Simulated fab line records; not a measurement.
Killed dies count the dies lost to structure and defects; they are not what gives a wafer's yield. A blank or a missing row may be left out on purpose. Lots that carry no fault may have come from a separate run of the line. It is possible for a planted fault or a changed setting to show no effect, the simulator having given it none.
fab line records	flow n5Finfet
record: lots: 7	wafers: 19	lastDay: 18
route steps=1938 shown BEOL_M2@869 BEOL_M4@1111 PASSIVATION@1936
lots that met no fault: taken from a fault-free run of the same line
startH: hours from the record's opening day to when the first of the lot's shown wafers began	waitH: time in hours since the lot's previous step	" as in the row above	L1.1+2: a row that stands for several wafers	- either no value or no given start	* or withheld: withheld	< > ~ a bound
route shown NAME@n: NAME is a module with steps in the file, n the number in the route of the first one	usual: mean/standard deviation of fault-free wafers	same: alike in all rows	chamber/n: place in a boat	sites: readings site by site	_std_site: their standard deviation	_edge_site: inner sites' mean taken away from outer sites' mean	radiusMm: for every site, how far away it sits from the centre of the wafer	mask NAME#n: copy n	behind: tool/chamber where the wafer was last shaped	hold: the reason the lot was held/the length of the hold in hours/how it ended	device: the transistor (n, p or np) that didn't switch	end of line: tests of these same wafers at the route's end	where a step has no rows: the recipe by itself	killed: not the wafer's yield, but the dies lost to structure and defects at the first sort	map: dies across one wafer; x = killed, . = not, _ = none there
set.NAME: the run value of the setting; set.NAME@STEP: its run value at that earlier step	model.NAME: the simulator's own value behind a step, which no gauge read
lots at some steps of the route; a table a step, a row a wafer
services: from which hour (startH, from the record's first day; less than 0 if before it) a tool's chamber was out of use, for how many hours, and why
== steps ==
step: N5_BEOL_M2_COAT_76
recipe: resist: underlayer	tempC: 205	timeS: 60	spinRpm: 1500	resistThkNm: 5
step: N5_BEOL_M2_COAT_22
recipe: resist: CAR-EUV	spinRpm: 1500	resistThkNm: 30
step: N5_BEOL_M2_EBR_24
recipe: solvent: PGMEA	ebrWidthMm: 1.5
step: N5_BEOL_M2_SOFTBAKE_23
recipe: tempC: 110	timeS: 60	resist: CAR-EUV
step: N5_BEOL_M2_EXPOSE_25
recipe: maskId: V1	na: 0.33	sourceShape: quasar	sigmaInner: 0.2	sigmaOuter: 0.8	polarization: unpolarized	defocusNm: 5	doseMj: 63
step: N5_BEOL_M2_PEB_26
recipe: pebTempC: 100	pebTimeS: 60	resist: CAR-EUV
step: N5_BEOL_M2_DEVELOP_27
recipe: developTimeS: 30	developer: TMAH	resist: CAR-EUV	rinseLiquid: surfactantRinse	dry: airSpin	devTempC: 23
step: N5_BEOL_M2_CD_MEAS_28
recipe: targetCdNm: 26.2	landingEnergyEv: 500	detector: seInlens	targetCdYNm: 24.1	polarity: opening
usual: cdNm: 26.33/0.25
lot.wafer	tool	chamber	startH	waitH	cdNm
L637.1	cdSem-02	0	141.98	-	26.56
L637.4	"	0	"	"	26.29
L637.5	"	0	"	"	26.58
L640.1	cdSem-03	0	162.74	-	26.64
L640.4	"	0	"	"	26.93
L640.6	"	0	"	"	26.58
L639.1	cdSem-02	0	173.41	-	26.09
L639.3	"	0	"	"	26.16
L639.5	"	0	"	"	26.24
L641.2	cdSem-03	0	173.64	-	26.03
L641.3	"	0	"	"	26.07
L641.4	"	0	"	"	25.96
L642.2	cdSem-03	0	174.56	-	26.40
L642.4	"	0	"	"	26.26
L644.1	cdSem-01	0	179.87	-	26.05
L644.5	"	0	"	"	26.38
L659.1	cdSem-03	0	274.62	-	26.32
L659.4	"	0	"	"	26.17
L659.5	"	0	"	"	26.21
step: N5_BEOL_M2_OVL_MEAS_29
recipe: pointsPerWafer: 522
usual: V1_OVL: -0.1/0.92
lot.wafer	tool	chamber	startH	waitH	V1_OVL[nm]
L637.1	overlay-01	0	142.01	0.0	0.6
L637.4	"	0	"	"	0.4
L637.5	"	0	"	"	0.7
L640.1	overlay-01	0	162.77	0.0	0.1
L640.4	"	0	"	"	0.2
L640.6	"	0	"	"	0.5
L639.1	overlay-01	0	173.44	0.0	0.4
L639.3	"	0	"	"	1.4
L639.5	"	0	"	"	1.0
L641.2	overlay-01	0	173.67	0.0	-0.1
L641.3	"	0	"	"	0.7
L641.4	"	0	"	"	-0.1
L642.2	overlay-02	0	174.59	0.0	-0.4
L642.4	"	0	"	"	-0.3
L644.1	overlay-02	0	179.90	0.0	-0.7
L644.5	"	0	"	"	-0.9
L659.1	overlay-01	0	274.65	0.0	-2.2
L659.4	"	0	"	"	0.6
L659.5	"	0	"	"	-1.2
step: N5_BEOL_M2_INSPECT_30
recipe: mode: adi	inspectInstrument: brightfield
usual: rawDefectCount: 438/88
lot.wafer	tool	chamber	startH	waitH	rawDefectCount
L637.1	defectInspect-02	-	142.07	0.1	403
L637.4	"	-	"	"	696
L637.5	"	-	"	"	384
L640.1	defectInspect-02	-	162.83	0.1	298
L640.4	"	-	"	"	431
L640.6	"	-	"	"	435
L639.1	defectInspect-01	-	173.50	0.1	478
L639.3	"	-	"	"	590
L639.5	"	-	"	"	571
L641.2	defectInspect-02	-	173.73	0.0	324
L641.3	"	-	"	"	434
L641.4	"	-	"	"	409
L642.2	defectInspect-02	-	174.65	0.1	380
L642.4	"	-	"	"	446
L644.1	defectInspect-02	-	179.96	0.1	399
L644.5	"	-	"	"	426
L659.1	defectInspect-01	-	274.71	0.1	428
L659.4	"	-	"	"	360
L659.5	"	-	"	"	369
step: N5_BEOL_M2_DESCUM_33
recipe: chemistry: O2	timeS: 7	sourcePowerW: 50	biasPowerW: 20	pressureMtorr: 20	rfFrequencyHz: 2.712e+07	tempC: 40	resist: CAR-EUV	o2FlowSccm: 225
usual: drypumpMotorCurrentA: 5.9/0.47	oesProductAu: 0.79/0.09	rfFwdPowerW: 49.36/0.27	rfVppV: 243.1/1.4	showerheadPlenumPTorr: 2.10/0.071	throttleValvePct: 20.35/0.21
lot.wafer	tool	chamber	startH	waitH	drypumpMotorCurrentA	oesProductAu	rfFwdPowerW	rfHoursCounterH	rfVppV	showerheadPlenumPTorr	throttleValvePct
L637.1	rieDiel-02	3	142.11	0.0	6.8	0.69	49.14	222	242.3	2.05	20.79
L637.4	"	2	"	"	5.8	0.71	49.36	-	242.7	2.06	20.40
L637.5	"	3	"	"	6.8	0.69	49.19	-	243.6	2.05	20.81
L640.1	rieDiel-06	0	163.34	0.5	6.4	0.75	49.25	124	243.7	2.10	20.16
L640.4	"	2	"	"	4.9	0.73	48.99	-	243.4	2.09	20.55
L640.6	"	0	"	"	6.4	0.76	49.27	-	243.2	2.10	20.17
L639.1	rieDiel-06	1	173.77	0.3	5.7	0.82	48.92	86	241.3	2.04	20.27
L639.3	"	0	"	"	6.4	0.76	49.31	131	243.9	2.09	20.16
L639.5	"	2	"	"	4.9	0.73	49.13	-	242.9	2.09	20.57
L641.2	rieDiel-02	3	174.22	0.5	6.8	0.70	49.09	230	242.9	2.05	20.83
L641.3	"	2	"	"	5.9	0.71	49.32	235	243.1	2.06	20.40
L641.4	"	2	"	"	5.9	0.71	49.33	-	242.7	2.06	20.41
L642.2	rieDiel-06	2	175.61	1.0	4.9	0.71	49.13	213	243.5	2.09	20.55
L642.4	"	1	"	"	5.7	0.82	48.87	-	241.8	2.04	20.24
L644.1	rieDiel-06	1	179.99	0.0	5.8	0.82	49.24	90	242.3	2.04	20.25
L644.5	"	1	"	"	5.7	0.81	49.15	-	241.8	2.04	20.27
L659.1	rieDiel-02	0	274.96	0.2	5.8	0.68	49.58	217	243.0	2.00	20.47
L659.4	"	1	"	"	6.3	0.80	49.60	91	243.8	2.12	20.50
L659.5	"	3	"	"	6.8	0.95	48.97	-	242.7	2.04	20.37
step: N5_BEOL_M2_ETCH_77
recipe: chemistry: N2/H2	target: underlayer	targetDepthA: 65	maskMaterial: CAR-EUV	timeS: 5.2	ionEnergyEv: 200	pressureMtorr: 30	sourceW: 840	biasW: 150	n2FlowSccm: 200	h2FlowSccm: 200	ends: cleared
usual: biasW: 150.0/0.44	drypumpMotorCurrentA: 5.9/0.47	etchRfOnTimeS: 5.29/0.14	oesProductAu: 0.67/0.076	rfFwdPowerW: 819.5/2.3	rfVppV: 523.9/2.8	showerheadPlenumPTorr: 2.54/0.098	throttleValvePct: 17.79/0.26
lot.wafer	tool	chamber	startH	waitH	biasW	drypumpMotorCurrentA	etchRfOnTimeS	oesProductAu	rfFwdPowerW	rfHoursCounterH	rfVppV	showerheadPlenumPTorr	throttleValvePct
L637.1	rieDiel-02	3	142.14	0.0	149.7	6.8	5.47	0.57	821.1	222	523.2	2.50	18.26
L637.4	"	2	"	"	150.5	5.9	5.18	0.61	822.5	-	522.0	2.49	17.69
L637.5	"	3	"	"	150.1	6.8	5.52	0.58	821.0	-	522.4	2.50	18.23
L640.1	rieDiel-06	0	163.37	0.0	149.7	6.4	5.40	0.65	820.9	124	523.6	2.57	17.80
L640.4	"	2	"	"	149.1	4.9	5.24	0.62	822.4	-	523.0	2.53	18.06
L640.6	"	0	"	"	149.5	6.4	5.35	0.65	818.5	-	524.0	2.57	17.78
L639.1	rieDiel-06	1	173.80	0.0	149.7	5.8	5.42	0.68	823.6	86	522.1	2.47	17.65
L639.3	"	0	"	"	149.7	6.4	5.31	0.64	815.8	131	524.6	2.56	17.82
L639.5	"	2	"	"	150.4	4.9	5.25	0.62	820.5	-	522.1	2.53	18.05
L641.2	rieDiel-02	3	174.25	0.0	149.9	6.8	5.39	0.57	818.3	230	522.8	2.49	18.25
L641.3	"	2	"	"	149.9	5.9	5.13	0.60	822.0	235	522.7	2.48	17.71
L641.4	"	2	"	"	149.9	5.9	5.12	0.60	820.0	-	524.5	2.48	17.69
L642.2	rieDiel-06	2	175.64	0.0	150.0	5.0	5.25	0.61	817.6	213	522.4	2.53	18.07
L642.4	"	1	"	"	150.2	5.8	5.42	0.68	819.0	-	519.0	2.46	17.67
L644.1	rieDiel-06	1	180.03	0.0	150.2	5.8	5.37	0.69	822.3	90	523.1	2.46	17.67
L644.5	"	1	"	"	150.2	5.8	5.35	0.68	821.1	-	522.3	2.46	17.67
L659.1	rieDiel-02	0	274.99	0.0	150.0	5.8	5.37	0.59	822.0	217	522.7	2.39	17.69
L659.4	"	1	"	"	150.6	6.4	5.27	0.68	820.9	91	523.5	2.56	17.77
L659.5	"	3	"	"	149.6	6.8	5.33	0.79	818.5	-	523.2	2.48	17.78
step: N5_BEOL_M2_ETCH_69
recipe: chemistry: CF4	target: SiARC	targetDepthA: 156	maskMaterial: CAR-EUV	timeS: 26	ionEnergyEv: 80	pressureMtorr: 40	sourceW: 545	biasW: 36	Ar_flow_sccm: 100	cf4FlowSccm: 100	ends: cleared
usual: biasW: 36.00/0.11	drypumpMotorCurrentA: 5.9/0.48	etchRfOnTimeS: 26.4/0.75	oesProductAu: 0.67/0.076	rfFwdPowerW: 532.7/2.6	rfVppV: 184.1/1.2	showerheadPlenumPTorr: 2.14/0.074	throttleValvePct: 15.53/0.18
lot.wafer	tool	chamber	startH	waitH	biasW	drypumpMotorCurrentA	etchRfOnTimeS	oesProductAu	rfFwdPowerW	rfHoursCounterH	rfVppV	showerheadPlenumPTorr	throttleValvePct
L637.1	rieDiel-02	3	142.16	0.0	35.92	6.8	27.5	0.57	534.1	222	184.8	2.11	16.02
L637.4	"	2	"	"	36.03	5.8	25.8	0.60	531.2	-	184.8	2.14	15.81
L637.5	"	3	"	"	35.76	6.8	27.4	0.57	533.1	-	182.4	2.11	16.03
L640.1	rieDiel-06	0	163.39	0.0	35.91	6.4	26.8	0.65	529.9	124	184.6	2.16	15.46
L640.4	"	2	"	"	35.96	4.9	26.3	0.62	529.5	-	185.3	2.12	15.60
L640.6	"	0	"	"	35.98	6.4	26.7	0.65	531.2	-	185.2	2.16	15.47
L639.1	rieDiel-06	1	173.82	0.0	35.97	5.8	20.1	0.82	529.7	86	183.6	2.08	15.41
L639.3	"	0	"	"	35.94	6.4	26.6	0.65	532.4	131	184.1	2.16	15.48
L639.5	"	2	"	"	35.92	4.9	26.1	0.62	531.0	-	183.7	2.12	15.61
L641.2	rieDiel-02	3	174.27	0.0	36.01	6.8	27.1	0.57	530.7	230	184.6	2.10	16.04
L641.3	"	2	"	"	35.77	5.8	25.8	0.60	532.7	235	183.4	2.13	15.81
L641.4	"	2	"	"	35.94	5.8	25.7	0.60	532.0	-	184.5	2.13	15.81
L642.2	rieDiel-06	2	175.66	0.0	35.82	4.9	19.2	0.74	531.2	213	184.4	2.12	15.63
L642.4	"	1	"	"	36.18	5.7	27.1	0.68	532.9	-	183.2	2.08	15.41
L644.1	rieDiel-06	1	180.04	0.0	35.90	5.7	19.9	0.82	531.2	90	183.6	2.08	15.44
L644.5	"	1	"	"	36.10	5.7	27.0	0.68	528.7	-	184.3	2.08	15.43
L659.1	rieDiel-02	0	275.01	0.0	36.14	5.8	26.8	0.60	537.6	217	183.3	2.02	15.55
L659.4	"	1	"	"	36.06	6.4	26.5	0.67	536.9	91	183.8	2.17	15.61
L659.5	"	3	"	"	36.01	6.8	26.9	0.79	530.5	-	181.7	2.09	15.56
step: N5_BEOL_M2_ALD_98
recipe: material: SiO2	targetThkA: 25	tempC: 100	aldPrecursorFamily: BDEAS	aldCoReactant: O2-plasma	pulseTimeS: 1	coReactantPulseTimeS: 1	purgeTimeS: 2	coReactantPurgeTimeS: 2	aldCycles: 17	pressureTorr: 2
usual: heaterPowerW: 77/7.4	precursorPulseHeightRel: 1.002/0.016	susceptorTempC: 100.01/0.13
lot.wafer	tool	chamber	startH	waitH	heaterPowerW	precursorPulseHeightRel	susceptorTempC
L637.1	aldSin-02	3	142.24	0.1	71	1.014	99.94
L637.4	"	0	"	"	75	1.010	99.79
L637.5	"	1	"	"	75	0.986	99.75
L640.1	aldSin-03	1	163.47	0.1	85	1.021	99.77
L640.4	"	3	"	"	66	0.979	100.14
L640.6	"	1	"	"	84	0.980	100.12
L639.1	aldSin-01	3	174.03	0.2	76	1.005	99.96
L639.3	"	0	"	"	85	0.974	100.01
L639.5	"	1	"	"	70	0.989	100.10
L641.2	aldSin-02	2	174.35	0.1	86	1.033	100.11
L641.3	"	1	"	"	73	0.985	100.25
L641.4	"	3	"	"	71	1.030	100.18
L642.2	aldSin-03	0	175.74	0.1	96	0.993	99.89
L642.4	"	3	"	"	66	1.004	100.04
L644.1	aldSin-01	1	180.67	0.6	73	1.005	99.91
L644.5	"	1	"	"	73	1.006	99.82
L659.1	aldSin-01	1	275.56	0.5	73	1.005	100.11
L659.4	"	2	"	"	73	0.999	100.03
L659.5	"	2	"	"	74	1.006	100.20
step: N5_BEOL_M4_RC_MEAS_101
usual: DIBL_N: 37.2/2.5	DIBL_P: 38/3	IOFF_N: 0.17/0.044	IOFF_P: 0.24/0.059	ION_N: 667/13	ION_P: 461/7.9	SS_N: 71.8/0.86	SS_P: 73.6/0.92	VT_N: 250/4.1	VT_P: -249/3.9
lot.wafer	tool	chamber	startH	waitH	DIBL_N[mV/V]	DIBL_P[mV/V]	IOFF_N[nA/um]	IOFF_P[nA/um]	ION_N[uA/um]	ION_P[uA/um]	SS_N[mV/dec]	SS_P[mV/dec]	VT_N[mV]	VT_P[mV]
L637.1	prober-01	0	178.80	0.0	38.8	39	0.20	0.26	678	464	72.4	73.1	247	-247
L637.4	"	0	"	"	34.9	34	0.12	0.17	654	453	71.8	72.8	252	-252
L637.5	"	0	"	"	41.2	42	0.25	0.32	699	479	73.4	74.8	244	-243
L640.1	prober-02	0	203.44	0.0	34.0	32	0.10	0.15	645	453	70.5	72.7	256	-253
L640.4	"	0	"	"	34.9	34	0.12	0.19	653	456	70.8	72.9	255	-250
L640.6	"	0	"	"	30.7	29	0.07	0.11	639	451	69.5	71.3	261	-257
L639.1	prober-01	0	210.90	0.0	39.0	40	0.20	0.27	672	458	72.4	74.9	249	-247
L639.3	"	0	"	"	40.6	43	0.26	0.37	687	472	72.8	75.7	243	-244
L639.5	"	0	"	"	35.4	34	0.13	0.18	654	457	71.2	73.9	252	-252
L641.2	prober-01	0	212.88	0.2	38.8	37	0.17	0.23	678	460	72.1	74.2	254	-251
L641.3	"	0	"	"	39.8	40	0.21	0.28	681	462	72.1	74.6	249	-247
L641.4	"	0	"	"	39.7	39	0.20	0.26	678	458	71.8	74.3	251	-248
L642.2	prober-01	0	214.21	0.2	34.1	34	0.13	0.17	658	457	71.3	73.3	252	-255
L642.4	"	0	"	"	36.1	36	0.15	0.20	661	457	70.9	73.4	251	-252
L644.1	prober-02	0	216.35	0.0	34.9	33	0.10	0.18	653	456	71.6	72.5	257	-249
L644.5	"	0	"	"	39.0	39	0.18	0.28	681	467	71.6	74.6	249	-246
L659.1	prober-02	0	314.09	0.0	31.5	33	0.09	0.15	642	449	70.5	72.2	260	-256
L659.4	"	0	"	"	34.6	34	0.13	0.17	657	447	70.6	72.6	256	-253
L659.5	"	0	"	"	35.4	35	0.14	0.18	660	454	71.4	72.5	252	-253
step: N5_PASSIVATION_PROBE_49
usual: defectLimitedYield: 91.5/1.4	killed_at_M0_to_M3: 32/11	killed_at_M4_up: 12/4.4	killedAtContacts: 13/6.1	killedAtFrontEnd: 39/12	killedAtOther: 3.9/3	killedDies: 100/17	killedOpen: 66/12	killedShort: 33/7.4	sort_bin_4_leakage: 0.03/0.14	sort_bin_5_function: 5.0/0.95	sort_bin_6_memory: 3.2/0.66	sort_bin_8_speed: 0.0/0.33	sortNPass: 1079/17	sortYieldPct: 91.4/1.5
same: grossDies: 1180	killedAtBackSide: 0
lot.wafer	tool	chamber	startH	waitH	defectLimitedYield[%]	killed_at_M0_to_M3	killed_at_M4_up	killedAtContacts	killedAtFrontEnd	killedAtOther	killedDies	killedOpen	killedShort	sort_bin_4_leakage[%]	sort_bin_5_function[%]	sort_bin_6_memory[%]	sort_bin_8_speed[%]	sortNPass	sortYieldPct[%]
L637.1	prober-01	-	293.25	0.0	91.7	52	6	14	22	4	98	68	29	0	5.0	3.1	0	1082	91.7
L637.4	prober-01	-	293.40	0.2	91.4	45	11	8	34	3	101	80	21	0	5.3	3.1	0	1079	91.4
L637.5	prober-01	-	293.45	0.2	91.6	52	6	6	28	7	99	69	30	0	4.1	4.0	0	1081	91.6
L640.1	prober-02	-	309.93	0.0	92.5	23	15	12	34	4	88	58	29	0	4.4	2.6	0.2	1090	92.4
L640.4	prober-02	-	310.08	0.2	90.5	24	25	9	48	6	112	76	33	0	5.7	3.3	0	1068	90.5
L640.6	prober-02	-	310.18	0.3	90.8	21	18	11	50	9	109	67	39	0	5.4	3.5	0.1	1070	90.7
L641.2	prober-02	-	324.87	0.1	88.9	43	6	18	62	2	131	77	44	0	6.0	4.2	0	1049	88.9
L641.3	prober-02	-	324.92	0.1	90.8	32	7	12	43	14	108	65	41	0	5.8	3.3	0	1072	90.8
L641.4	prober-02	-	324.97	0.2	91.4	49	12	7	33	1	102	69	33	0	4.0	4.4	0	1078	91.4
L639.1	prober-01	-	325.18	0.0	89.4	40	16	16	49	4	125	77	31	0	6.9	3.6	0	1055	89.4
L639.3	prober-01	-	325.28	0.1	88.6	39	9	13	70	3	134	82	51	0.08	6.5	4.4	0	1045	88.6
L639.5	prober-01	-	325.38	0.2	90.2	40	7	23	38	8	116	75	39	0	6.3	3.4	0	1064	90.2
L642.2	prober-01	-	327.21	0.1	92.4	34	13	4	35	4	90	63	26	0	4.5	3.1	0	1090	92.4
L642.4	prober-01	-	327.31	0.2	92.0	19	19	9	44	3	94	59	30	0	5.2	2.4	0	1086	92.0
L644.1	prober-02	-	331.98	0.0	88.4	32	18	23	60	4	137	100	37	0	6.9	4.2	0	1043	88.4
L644.5	prober-02	-	332.18	0.2	89.9	22	11	20	63	3	119	81	38	0	4.7	5.1	0	1061	89.9
L659.1	prober-02	-	422.25	0.0	91.6	23	9	10	51	6	99	66	32	0	4.7	3.6	0	1081	91.6
L659.4	prober-02	-	422.40	0.2	91.4	26	13	10	46	7	102	73	28	0	4.6	3.9	0	1078	91.4
L659.5	prober-02	-	422.45	0.2	91.6	31	10	7	46	5	99	74	24	0	5.0	3.2	0	1081	91.6
killed by level:class
L637.1 BEOL_M2:geometricParticle:open=24 MOL_CONTACT_COAG:geometricParticle:open=10 DUMMY_GATE:geometricParticle:open=6 BEOL_M3:geometricParticle:open=6 BEOL_M3:geometricParticle:short=6 MOL_CONTACT_COAG:geometricParticle:short=4 BEOL_M1:geometricParticle:short=4 STARTING-WAFER:geometricParticle:open=4
L637.4 BEOL_M2:geometricParticle:open=16 BEOL_M3:geometricParticle:open=15 FIN_SAQP:geometricParticle:open=7 MOL_CONTACT_COAG:geometricParticle:open=6 BEOL_M4:geometricParticle:open=6 STI_FIN_REVEAL:geometricParticle:open=5 DUMMY_GATE:geometricParticle:open=5 BEOL_M1:geometricParticle:open=4
L637.5 BEOL_M2:geometricParticle:open=12 BEOL_M0_SAQP:geometricParticle:open=11 BEOL_M3:geometricParticle:open=11 BEOL_M0_SAQP:geometricParticle:short=10 DUMMY_GATE:geometricParticle:open=8 MOL_CONTACT_COAG:geometricParticle:open=5 FIN_SAQP:geometricParticle:short=4 PAD_METAL:geometricParticle:open=4
L640.1 FIN_SAQP:geometricParticle:open=11 MOL_CONTACT_COAG:geometricParticle:open=10 BEOL_M4:geometricParticle:open=7 FIN_SAQP:geometricParticle:short=6 DUMMY_GATE:geometricParticle:open=6 GATE_CUT:geometricParticle:short=5 STI_FIN_REVEAL:geometricParticle:open=5 BEOL_M0_SAQP:geometricParticle:short=5
L640.4 BEOL_M4:geometricParticle:open=15 FIN_SAQP:geometricParticle:open=14 STI_FIN_REVEAL:geometricParticle:open=8 BEOL_M0_SAQP:geometricParticle:open=8 FIN_SAQP:geometricParticle:short=6 BEOL_M0_SAQP:geometricParticle:short=6 MOL_CONTACT_COAG:geometricParticle:open=6 DUMMY_GATE:geometricParticle:open=4
L640.6 BEOL_M4:geometricParticle:open=12 FIN_SAQP:geometricParticle:open=11 MOL_CONTACT_COAG:geometricParticle:open=9 GATE_CUT:geometricParticle:short=7 PASS1_DEP:geometricParticle:short=7 FIN_SAQP:geometricParticle:short=6 STARTING-WAFER:geometricParticle:open=6 DUMMY_GATE:geometricParticle:open=5
L641.2 MOL_CONTACT_COAG:geometricParticle:open=15 FIN_SAQP:geometricParticle:open=11 FIN_SAQP:geometricParticle:short=10 BEOL_M0_SAQP:geometricParticle:open=10 BEOL_M0_SAQP:geometricParticle:short=9 BEOL_M2:geometricParticle:open=7 BEOL_M3:geometricParticle:open=6 HKMG_FIN:areaEtch=6
L641.3 BEOL_M0_SAQP:geometricParticle:short=10 MOL_CONTACT_COAG:geometricParticle:open=9 FIN_SAQP:geometricParticle:open=8 BEOL_M0_SAQP:geometricParticle:open=8 GATE_CUT:geometricParticle:short=7 MIM_TOP:geometricParticle:short=7 DUMMY_GATE:geometricParticle:open=6 BEOL_M1:geometricParticle:open=5
L641.4 BEOL_M0_SAQP:geometricParticle:open=11 BEOL_M3:geometricParticle:open=11 BEOL_M1:geometricParticle:open=10 BEOL_M0_SAQP:geometricParticle:short=8 FIN_SAQP:geometricParticle:open=6 STI_FIN_REVEAL:geometricParticle:open=5 STARTING-WAFER:geometricParticle:short=4 GATE_CUT:geometricParticle:short=4
L639.1 FIN_CUT:areaEtch=17 FIN_SAQP:geometricParticle:open=10 MOL_CONTACT_COAG:geometricParticle:open=9 BEOL_M1:geometricParticle:open=9 MOL_CONTACT_COAG:geometricParticle:short=7 BEOL_M0_SAQP:geometricParticle:open=7 BEOL_M2:geometricParticle:open=7 BEOL_M4:geometricParticle:open=7
L639.3 FIN_SAQP:geometricParticle:short=19 FIN_SAQP:geometricParticle:open=17 MOL_CONTACT_COAG:geometricParticle:open=9 BEOL_M1:geometricParticle:open=9 GATE_CUT:geometricParticle:short=8 BEOL_M2:geometricParticle:open=7 GATE_CUT:geometricParticle:open=6 BEOL_M0_SAQP:geometricParticle:short=6
L639.5 MOL_CONTACT_COAG:geometricParticle:open=20 FIN_SAQP:geometricParticle:open=11 BEOL_M0_SAQP:geometricParticle:short=10 BEOL_M0_SAQP:geometricParticle:open=10 BEOL_M2:geometricParticle:open=7 GATE_CUT:geometricParticle:short=7 BEOL_M4:geometricParticle:open=6 BEOL_M1:geometricParticle:open=4
L642.2 STI_FIN_REVEAL:geometricParticle:open=13 BEOL_M3:geometricParticle:open=10 DUMMY_GATE:geometricParticle:open=7 BEOL_M1:geometricParticle:open=7 BEOL_M4:geometricParticle:open=7 BEOL_M0_SAQP:geometricParticle:short=5 FIN_SAQP:geometricParticle:open=3 STARTING-WAFER:geometricParticle:open=3
L642.4 STI_FIN_REVEAL:geometricParticle:open=22 FIN_SAQP:geometricParticle:short=9 MOL_CONTACT_COAG:geometricParticle:open=6 BEOL_M4:geometricParticle:open=6 BEOL_M0:geometricParticle:open=5 FIN_SAQP:geometricParticle:open=3 MOL_CONTACT_COAG:geometricParticle:short=3 BEOL_M0_SAQP:geometricParticle:open=3
L644.1 MOL_CONTACT_COAG:geometricParticle:open=20 FIN_SAQP:geometricParticle:open=18 STI_FIN_REVEAL:geometricParticle:open=16 FIN_SAQP:geometricParticle:short=12 BEOL_M4:geometricParticle:open=9 BEOL_M0_SAQP:geometricParticle:short=7 BEOL_M0_SAQP:geometricParticle:open=6 BEOL_M2:geometricParticle:open=6
L644.5 STI_FIN_REVEAL:geometricParticle:open=27 MOL_CONTACT_COAG:geometricParticle:open=15 FIN_SAQP:geometricParticle:open=8 STI_FIN_REVEAL:geometricParticle:short=7 MOL_CONTACT_COAG:geometricParticle:short=5 FIN_SAQP:geometricParticle:short=4 BEOL_M0_SAQP:geometricParticle:short=4 DUMMY_GATE:geometricParticle:open=3
L659.1 GATE_CUT:geometricParticle:open=12 FIN_SAQP:geometricParticle:short=9 GATE_CUT:geometricParticle:short=8 FIN_SAQP:geometricParticle:open=6 DUMMY_GATE:geometricParticle:open=6 MOL_CONTACT_COAG:geometricParticle:open=6 BEOL_M2:geometricParticle:open=6 BEOL_M1:geometricParticle:open=5
L659.4 MOL_CONTACT_COAG:geometricParticle:open=10 DUMMY_GATE:geometricParticle:open=9 BEOL_M1:geometricParticle:open=9 STI_FIN_REVEAL:geometricParticle:open=8 GATE_CUT:geometricParticle:open=6 GATE_CUT:geometricParticle:short=6 BEOL_M2:geometricParticle:open=5 BEOL_M6:geometricParticle:open=5
L659.5 FIN_SAQP:geometricParticle:open=10 MOL_CONTACT_COAG:geometricParticle:open=7 BEOL_M3:geometricParticle:open=7 BEOL_M1:geometricParticle:open=7 DUMMY_GATE:geometricParticle:open=6 GATE_CUT:geometricParticle:open=6 BEOL_M0_SAQP:geometricParticle:short=6 GATE_CUT:geometricParticle:short=5
== services ==
tool	chamber	startH	hours	kind
aldSin-03	-	123.64	3.7	repair
aldSin-03	-	129.82	1.7	repair
aldSin-02	-	155.19	0.6	repair
rieDiel-02	-	158.13	14.6	pm
aldSin-03	-	176.92	14.0	pm
rieDiel-06	2	189.17	6.4	repair
rieDiel-06	-	195.09	0.2	repair
aldSin-03	2	202.10	28.3	repair
rieDiel-02	2	211.37	-	clean
rieDiel-02	2	211.37	-	consumableReplace:focusRing
rieDiel-02	2	211.37	23.8	scheduledDown
rieDiel-02	2	211.37	23.8	ventCycle
aldSin-02	1	211.53	4.4	repair
rieDiel-02	3	235.38	-	clean
rieDiel-02	3	235.38	-	consumableReplace:focusRing
rieDiel-02	3	235.38	20.2	scheduledDown
rieDiel-02	3	235.38	20.2	ventCycle
aldSin-03	1	253.47	3.5	repair
aldSin-02	0	254.11	2.8	repair
aldSin-02	-	268.25	14.0	pm
rieDiel-06	2	274.97	-	clean
rieDiel-06	2	274.97	-	consumableReplace:focusRing
rieDiel-06	2	274.97	20.6	scheduledDown
rieDiel-06	2	274.97	20.6	ventCycle
== key ==
firstSign: step: N5_BEOL_M2_ETCH_69	reading: etchRfOnTimeS	direction: down	sigmas: 8.9	usual: *	struck: *
effect none on later readings
metAt N5_BEOL_M2_ETCH_69
struckWafers L639.1,L642.2,L644.1
baselineLoss: step: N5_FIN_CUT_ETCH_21	wafers: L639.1
onsetBetween 163.39 173.82
fault: kind: processParameterDrift	tool: rieDiel-06	chamber: -	onsetH: 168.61	steps: N5_BEOL_M2_ETCH_69	channel: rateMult	offset: 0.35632	shape: step	endH: 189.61	scope: struckWafersOnly
baselineLoss: these wafers lose ten dies or more at that step, a loss of the line's own and not of a fault; the sort's usual values leave them out
